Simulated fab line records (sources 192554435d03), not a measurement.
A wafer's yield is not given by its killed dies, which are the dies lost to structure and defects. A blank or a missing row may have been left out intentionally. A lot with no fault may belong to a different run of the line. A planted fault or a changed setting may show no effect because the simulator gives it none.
The tool behind it: which one? ; flow n5_finfet ; 12 lots with 36 wafers sampled at 4 steps, on a route of 1938 steps

== WHAT THE GAUGES READ, wafer by wafer ==
N5_BEOL_M0_SAQP_OVL_MEAS_15.
lot;measured;on;M0_CORE_OVL (nm)
L075;day 6 17:44;overlay-01;1.7 1.8 0.3
L078;day 6 17:57;overlay-02;-0.4 -0.4 -0.8
L079;day 6 19:53;overlay-01;1.1 -0.2 1.6
L081;day 7 08:13;overlay-01;2.1 0.3 1.1
L083;day 7 21:59;overlay-01;0.9 0.7 0.0
L085;day 8 16:54;overlay-02;0.7 0.5 0.4
L087;day 8 23:53;overlay-01;-0.1 0.9 0.7
L089;day 9 14:24;overlay-02;0.7 -0.4 0.6
L092;day 9 20:19;overlay-01;-1.1 0.4 -0.9
L093;day 10 10:47;overlay-02;0.3 0.9 -0.3
L095;day 10 19:14;overlay-01;0.8 0.2 0.1
L097;day 11 07:50;overlay-02;1.0 1.7 1.3

== TOOL THAT RAN EACH LOT (tool first, then ch and the chambers of the sampled wafers, then the start) ==
lot;N5_MOL_CONTACT_COAG_ALD_133;N5_MOL_CONTACT_COAG_ETCH_67;N5_BEOL_M0_SAQP_PECVD_96
L075;ald_sin-01 ch 1,3, day 5 14:51;rie_diel-03 ch 0,2,3, day 5 15:05;pecvd-04 ch 0,1, day 6 17:02
L078;ald_sin-03 ch 1,2, day 6 04:08;rie_diel-03 ch 0,2, day 6 04:28;pecvd-01 ch 1,2, day 6 17:22
L079;ald_sin-01 ch 0,1,3, day 6 12:18;rie_diel-03 ch 1,2,3, day 6 12:36;pecvd-04 ch 0,1,2, day 6 19:12
L081;ald_sin-04 ch 0,1,3, day 7 01:31;rie_diel-06 ch 1,2,3, day 7 01:44;pecvd-02 ch 1,2, day 7 07:31
L083;ald_sin-04 ch 0,2,3, day 7 15:26;rie_diel-01 ch 0,2,3, day 7 15:49;pecvd-02 ch 0,1,2, day 7 21:17
L085;ald_sin-04 ch 0,2,3, day 8 09:35;rie_diel-06 ch 0,1,3, day 8 09:48;pecvd-04 ch 1,2, day 8 16:20
L087;ald_sin-03 ch 0,1,3, day 8 17:31;rie_diel-01 ch 0,1,3, day 8 17:48;pecvd-01 ch 1,2, day 8 23:11
L089;ald_sin-04 ch 0,1,3, day 9 07:46;rie_diel-01 ch 1,2,3, day 9 07:59;pecvd-04 ch 0,2, day 9 13:42
L092;ald_sin-03 ch 0,1, day 9 13:46;rie_diel-03 ch 0,3, day 9 13:59;pecvd-01 ch 0,1, day 9 19:33
L093;ald_sin-04 ch 1,3, day 10 04:11;rie_diel-01 ch 1,2,3, day 10 04:25;pecvd-02 ch 1,2, day 10 10:05
L095;ald_sin-03 ch 1,3, day 10 10:59;rie_diel-03 ch 0,1,3, day 10 11:12;pecvd-04 ch 0,2, day 10 18:35
L097;ald_sin-03 ch 2,3, day 11 01:53;rie_diel-06 ch 0,3, day 11 02:08;pecvd-02 ch 1,2, day 11 07:08
- N5_MOL_CONTACT_COAG_ALD_133: deposits SiO2, target thk 5 nm, pulse time 1 s, co reactant pulse time 1 s.
- N5_MOL_CONTACT_COAG_ETCH_67: etches SOC in N2/H2, target depth 60 nm, overetch 21 nm, time 101.2 s.
- N5_BEOL_M0_SAQP_PECVD_96: deposits a-Si from SiH4/He, target thk 45 nm, time 45.2 s.

== THE ANSWER, worked out from the rows above alone ==
Rule: usual is defined by the lots themselves. The widest of any qualifying gaps counts: lots, ordered by their means at a reading, are off when they make up no more than a third of the lots, leave a main group of 4 or more, and stand apart from it by 3 or more times the standard deviation of that group's means. If all means in a main group match to the digits the tables above print for the reading, that group is not used. A lot without any number at a reading at which 4 lots or more have one is off too. All remaining lots with rows at the step are treated as sound.
No lot is off at any reading shown: from this, nothing can be told.

== WHAT HAD BEEN PUT IN BY THE SIMULATOR ==
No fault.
